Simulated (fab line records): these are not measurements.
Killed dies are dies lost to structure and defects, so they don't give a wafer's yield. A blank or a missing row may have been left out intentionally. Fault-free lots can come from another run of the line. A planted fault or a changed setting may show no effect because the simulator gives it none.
Matching of chambers :: flow n5Finfet :: uvCure-03 running N5_BEOL_M10_CURE_71: 3 sister chambers
The step cures SiCOH lowk, time 240 s. 6 wafers are shown with their chamber, then 10 later ones without.

## WAFERS WITH THEIR CHAMBER
wafer: L081.5
chamber: 2
wafer_temp_C_max: 386.2
lampPowerPct (%): 52.43

wafer: L081.6
chamber: 2
wafer_temp_C_max: 386.7
lampPowerPct (%): 52.29

wafer: L078.5
chamber: 1
wafer_temp_C_max: 386.9
lampPowerPct (%): 52.35

wafer: L078.6
chamber: 1
wafer_temp_C_max: 387.0
lampPowerPct (%): 52.39

wafer: L085.2
chamber: 0
wafer_temp_C_max: 386.5
lampPowerPct (%): 52.23

wafer: L085.3
chamber: 0
wafer_temp_C_max: 387.0
lampPowerPct (%): 52.33

## WAFERS WITH NO CHAMBER GIVEN
wafer: L085.4
wafer_temp_C_max: 386.8
lampPowerPct (%): 52.39

wafer: L088.3
wafer_temp_C_max: 386.9
lampPowerPct (%): 52.24

wafer: L088.5
wafer_temp_C_max: 386.7
lampPowerPct (%): 52.27

wafer: L088.6
wafer_temp_C_max: 386.3
lampPowerPct (%): 52.40

wafer: L094.1
wafer_temp_C_max: 386.2
lampPowerPct (%): 52.38

wafer: L094.4
wafer_temp_C_max: 385.9
lampPowerPct (%): 52.47

wafer: L094.6
wafer_temp_C_max: 386.6
lampPowerPct (%): 52.27

wafer: L097.3
wafer_temp_C_max: 387.1
lampPowerPct (%): 52.30

wafer: L097.4
wafer_temp_C_max: 387.8
lampPowerPct (%): 52.33

wafer: L097.6
wafer_temp_C_max: 387.0
lampPowerPct (%): 52.35

## WHICH CHAMBER EACH ONE RAN IN
wafer: L085.4
from the rows above: can't be placed: 1 or 2 or 0
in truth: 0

wafer: L088.3
from the rows above: can't be placed: 0 or 1 or 2
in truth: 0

wafer: L088.5
from the rows above: can't be placed: 0 or 2 or 1
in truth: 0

wafer: L088.6
from the rows above: can't be placed: 2 or 1 or 0
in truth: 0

wafer: L094.1
from the rows above: can't be placed: 2 or 0 or 1
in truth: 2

wafer: L094.4
from the rows above: can't be placed: 2 or 1 or 0
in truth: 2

wafer: L094.6
from the rows above: can't be placed: 0 or 2 or 1
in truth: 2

wafer: L097.3
from the rows above: can't be placed: 1 or 0 or 2
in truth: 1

wafer: L097.4
from the rows above: can't be placed: 1 or 0 or 2
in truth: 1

wafer: L097.6
from the rows above: can't be placed: 1 or 0 or 2
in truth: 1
Correct placement for 0 of the 10. Cannot be placed on the basis of these rows: 10; the candidates contain the true chamber in 10. 0 placed wrongly.
How it was worked out, from the rows above alone: a wafer's distance from a chamber is the root of the sum, over the readings, of the square of ((its reading less the chamber's mean) divided by the reading's scatter). The wafer belongs to the nearest chamber; if the next one is less than 2 further off, it can't be placed. The mean given for a chamber averages the wafers shown for that chamber. The scatter is the square root of a quotient: the sum, over the shown wafers, of each reading's squared deviation from its chamber's mean, divided by wafers minus chambers.
